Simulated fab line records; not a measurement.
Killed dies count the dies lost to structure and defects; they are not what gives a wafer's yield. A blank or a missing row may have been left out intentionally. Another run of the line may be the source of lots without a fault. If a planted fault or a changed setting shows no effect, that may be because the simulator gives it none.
A struck lot beside a sound one | flow n5 finfet | 38 out of 1938 route steps
Sound: the wafers L750.1, L750.4, L750.5. Struck: wafers L766.2, L766.5. The cause comes at the end.
At each step with rows: each side's tool, then ch and its chambers, then its first start. Under that, the readings that differ: sound wafers | struck wafers | difference of the means | sigmas: that difference in standard deviations of wafers without a fault.
alike: same words and numbers on both sides, and readings whose means sit less than 2 such deviations apart. not compared: any withheld reading, any reading some wafer has no value for, any bound like >300 that may hide the same value, and any number with overlapping values for which the record gives no deviation.
The two part at a step that has a row with sigmas, a row that says differs or no value, or rows on one side only. Numbers that have no deviation but don't overlap get no sigmas and don't part them. A reading that every wafer of one side lacks parts them only if that side has two wafers or more.

first, 9 steps without rows for these wafers: N5_BEOL_M4_ANNEAL_95 (time 240 s); N5_BEOL_M4_SPUTTER_96 (material Cu, target thk 4.5 nm, time 8.29 s); N5_BEOL_M4_ECD_50 (material Cu, target thk 300 nm); N5_BEOL_M4_ANNEAL_51 (time 90 s); N5_BEOL_M4_CMP_52 (polishes, stops on SiOC, t overpolish 6.8 s, target thk 40 nm); N5_BEOL_M4_PRE_CLEAN_60 (time 15 s); N5_BEOL_M4_CO_CAP_55 (material Co, precursor CCTBA/H2, target thk 2 nm, time 102.1 s); N5_BEOL_M4_PRE_CLEAN_56 (time 15 s); N5_BEOL_M4_DEP_57 (deposits SiCN from 3MS/NH3, target thk 8 nm, time 14 s).
N5_BEOL_M4_RC_MEAS_101:
  sound on prober-02 ch 0, day 8 07:57; struck on prober-02 ch 0, day 12 07:05
  reading       | sound       | struck  | difference | sigmas
  ION_P (uA/um) | 466 467 460 | 483 488 | +21        | +3
  alike: DIBL_N, DIBL_P, IOFF_N, IOFF_P, ION_N, SS_N, SS_P, VT_N, VT_P
then, 24 steps without rows for these wafers: N5_BEOL_M5_ILD_DEP_00 (deposits SiCOH lowk from DEMS/porogen, target thk 140.64 nm, time 25.9 s); N5_BEOL_M5_CURE_79 (cures SiCOH lowk, time 240 s); N5_BEOL_M5_PECVD_70 (deposits SiO2 from TEOS/O2, target thk 16 nm, time 18 s); N5_BEOL_M5_HM_DEP_02 (deposits TiN, target thk 20 nm); N5_BEOL_M5_COAT_59 (time 60 s, resist thk 60 nm); N5_BEOL_M5_COAT_60 (time 60 s, resist thk 12 nm); N5_BEOL_M5_COAT_71 (time 60 s, resist thk 5 nm); N5_BEOL_M5_COAT_05 (resist thk 30 nm); N5_BEOL_M5_EBR_07; N5_BEOL_M5_SOFTBAKE_06 (time 60 s); N5_BEOL_M5_EXPOSE_08 (exposes mask M5, target cd 28 nm); N5_BEOL_M5_PEB_09 (peb time 60 s); N5_BEOL_M5_DEVELOP_10 (develop time 30 s); N5_BEOL_M5_DESCUM_16 (chemistry O2, time 7 s); N5_BEOL_M5_ETCH_72 (etches underlayer in N2/H2, target depth 6.5 nm, time 5.2 s); N5_BEOL_M5_ETCH_61 (etches SiARC in CF4, target depth 15.6 nm, time 26 s); N5_BEOL_M5_ETCH_62 (etches SOC in N2/H2, target depth 75 nm, overetch 15 nm, time 112.5 s); N5_BEOL_M5_STRIP_63 (strips in N2/H2); N5_BEOL_M5_STRIP_73 (strips in N2/H2); N5_BEOL_M5_STRIP_64 (strips in CF4); N5_BEOL_M5_HM_OPEN_17 (chemistry Cl2/BCl3, target TiN, target depth 20 nm, overetch 6 nm); N5_BEOL_M5_STRIP_19 (strips in O2); N5_BEOL_M5_COAT_65 (time 60 s, resist thk 60 nm); N5_BEOL_M5_COAT_66 (time 60 s, resist thk 12 nm).
N5_BEOL_M7_ILD_DEP_00: deposits SiCOH lowk from DEMS/porogen, target thk 179.75 nm, time 33.4 s.
  sound on pecvd-02 ch 0,1,2, day 9 05:45; struck on pecvd-02 ch 1,2, day 13 15:46
  reading                                            | sound           | struck    | difference | sigmas
  model.SiCOH_lowk_of_BEOL_M7_ILD_DEP_00.thk nm (nm) | 176.4 178.6 180 | 277.4 281 | +100.9     |
  alike: heater power w, showerhead plenum p Torr, susceptor temp C, throttle valve pct
N5_BEOL_M7_THK_MEAS_01:
  sound on film metro-01 at day 9 06:19; struck on film metro-02 at day 13 16:21
  reading         | sound             | struck      | difference | sigmas
  M7_ILD_THK (nm) | 152.1 154.1 155.2 | 240.6 243.9 | +88.5      | +40
N5_BEOL_M7_CMP_52: polishes, stops on SiCOH lowk, t overpolish 6.9 s, target thk 80 nm.
  sound on cmp-04 ch 1,3, day 9 14:11; struck on cmp-04 ch 0,3, day 13 21:52
  reading                                            | sound         | struck      | difference | sigmas
  model.SiCOH_lowk_of_BEOL_M7_ILD_DEP_00.thk nm (nm) | 149 151 152.2 | 237.6 240.8 | +88.5      |
  alike: motor current A
-- the record jumps here: 3 days lie between the struck wafers' starts before and after (it left off in module BEOL_M7 and takes up again in module PASSIVATION, whose first step shown is number 1936 of the route) --
N5_PASSIVATION_PROBE_49:
  sound on prober-02 at day 13 06:48; struck on prober-01 at day 17 03:44
  reading                  | sound          | struck    | difference | sigmas
  defect limited yield (%) | 90.5 92.0 93.0 | 0 0       | -92        | -57
  killed_at_M4_up          | 21 20 16       | 1108 1112 | +1091      | +99 or more
  killed dies              | 112 94 83      | 1180 1180 | +1084      | +57
  killed on rim            | 14 8 10        | 152 152   | +141       | +35
  sort_bin_5_function (%)  | 5.8 4.6 4.1    | 97.2 96.8 | +92.2      | +92
  sort n pass              | 1068 1086 1097 | 0 0       | -1084      | -57
  sort yield pct (%)       | 90.5 92.0 93.0 | 0 0       | -92        | -57
  alike: killed_at_M0_to_M3, killed at contacts, killed at front end, killed at other, killed open, killed short, sort_bin_4_leakage, sort_bin_6_memory

WHERE THEY PART
Last at N5_PASSIVATION_PROBE_49 as far as this record goes, first at N5_BEOL_M4_RC_MEAS_101.

WHY: the cause the simulator had injected
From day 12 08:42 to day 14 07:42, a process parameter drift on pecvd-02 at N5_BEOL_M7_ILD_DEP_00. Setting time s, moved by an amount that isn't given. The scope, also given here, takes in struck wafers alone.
